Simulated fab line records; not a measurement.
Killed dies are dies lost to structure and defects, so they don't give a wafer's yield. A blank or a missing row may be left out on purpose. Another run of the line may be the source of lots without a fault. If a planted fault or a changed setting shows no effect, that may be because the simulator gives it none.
Matching of chambers	flow n5Finfet	N5_FIN_SAQP_MANDREL2_REMOVE_60 on rieSi-03 has 4 sister chambers
The step chemistry HBr/Cl2/O2, target a-Si, stops on SiNx, bt time 10 s. 20 wafers are shown with their chamber, then 10 later ones without.

## WAFERS PAIRED WITH THEIR CHAMBERS
wafer	chamber	throttleValvePct (%)	drypumpMotorCurrentA (A)	oesProductAu (a.u.)
L074.2	0	36.34	5.1	1.009
L074.5	1	36.90	6.0	0.984
L074.6	2	36.37	5.6	1.018
L075.3	3	36.77	5.5	0.974
L075.4	0	36.34	5.1	1.012
L075.5	3	36.77	5.5	0.978
L078.1	1	36.91	6.0	0.977
L078.3	0	36.35	5.1	0.996
L078.6	1	36.91	6.0	0.988
L083.1	2	36.36	5.5	1.022
L083.2	1	36.90	6.0	0.982
L083.4	1	36.92	6.0	0.986
L085.2	1	36.89	6.0	0.984
L085.4	2	36.37	5.5	1.027
L085.6	3	36.77	5.5	0.983
L087.2	1	36.91	6.0	0.992
L087.5	3	36.78	5.5	0.975
L087.6	0	36.35	5.1	1.004
L090.1	2	36.37	5.6	1.009
L090.3	0	36.36	5.1	0.993

SIGNATURES (averages over the wafers above)
reading	chamber 0	chamber 1	chamber 2	chamber 3	scatter within a chamber
throttleValvePct	36.3480	36.9057	36.3675	36.7725	0.00791
drypumpMotorCurrentA	5.100	6.000	5.550	5.500	0.025
oesProductAu	1.00280	0.98471	1.01900	0.97750	0.00624
Rule: a wafer's distance from a chamber is the root of the sum, over the readings, of the square of ((its reading less the chamber's mean) divided by the reading's scatter). If the next closest chamber is less than 2 further off than the closest, the wafer can't be placed; otherwise it belongs to the closest. The scatter: the root of (the sum of the squares of (reading less its chamber's mean) over the shown wafers, divided by (wafers less chambers)).

## WAFERS WITH NO CHAMBER GIVEN
wafer	throttleValvePct (%)	drypumpMotorCurrentA (A)	oesProductAu (a.u.)
L090.6	36.78	5.5	0.967
L091.4	36.90	6.0	0.983
L091.5	36.90	6.1	0.991
L091.6	36.37	5.5	1.013
L095.1	36.78	5.5	0.978
L095.3	36.91	6.0	0.989
L095.4	36.39	5.5	1.013
L096.2	36.92	6.0	0.986
L096.3	36.34	5.1	1.013
L096.6	36.38	5.5	1.025

## WHICH CHAMBER EACH ONE RAN IN
wafer	from the rows above	in truth
L090.6	3	3
L091.4	1	1
L091.5	1	1
L091.6	2	2
L095.1	3	3
L095.3	1	1
L095.4	2	2
L096.2	1	1
L096.3	0	0
L096.6	2	2
Correctly placed: 10 of 10. Not placeable from these rows: 0. Number placed wrongly: 0.
